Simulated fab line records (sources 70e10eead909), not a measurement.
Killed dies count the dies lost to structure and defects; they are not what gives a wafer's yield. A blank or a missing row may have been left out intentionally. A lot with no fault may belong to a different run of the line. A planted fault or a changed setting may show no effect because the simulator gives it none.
Chamber matching -- flow nandHarc -- rieDiel-12 running NHARC_A_STAIRCASE_DESCUM_219: 4 sister chambers
The step chemistry O2, time 3 s. 8 wafers are shown with their chamber, then 7 later ones without.

## WAFERS, EACH WITH ITS CHAMBER
wafer,chamber,showerheadPlenumPTorr (Torr),drypumpMotorCurrentA (A)
L079.6,1,1.89,5.9
L085.3,0,2.01,6.2
L085.4,2,1.82,5.2
L085.5,1,1.88,5.9
L087.5,2,1.82,5.1
L087.6,3,1.91,5.8
L090.1,0,2.01,6.1
L090.2,3,1.91,5.7

## WAFERS MISSING THEIR CHAMBER
wafer,showerheadPlenumPTorr (Torr),drypumpMotorCurrentA (A)
L090.6,1.88,6.0
L091.1,1.88,6.0
L091.2,1.82,5.1
L091.5,1.82,5.2
L095.1,1.90,5.7
L095.4,1.82,5.2
L095.5,2.00,6.1

## EACH ONE'S CHAMBER
wafer,from the rows above,in truth
L090.6,1,1
L091.1,1,1
L091.2,2,2
L091.5,2,2
L095.1,3,3
L095.4,2,2
L095.5,0,0
7 of 7 placed correctly. Can't be placed from these rows: 0. Placed wrongly: 0.
How it was worked out, from the rows above alone: a wafer's distance from a chamber is the root of the sum, over the readings, of the square of ((its reading less the chamber's mean) divided by the reading's scatter). The wafer belongs to the nearest chamber; if the next one is less than 2 further off, it can't be placed. Each chamber's mean is taken over the wafers shown for it. How the scatter is found: for the shown wafers, subtract from each reading the mean of its chamber, square and add these, divide the total by (wafers less chambers), then take the root.
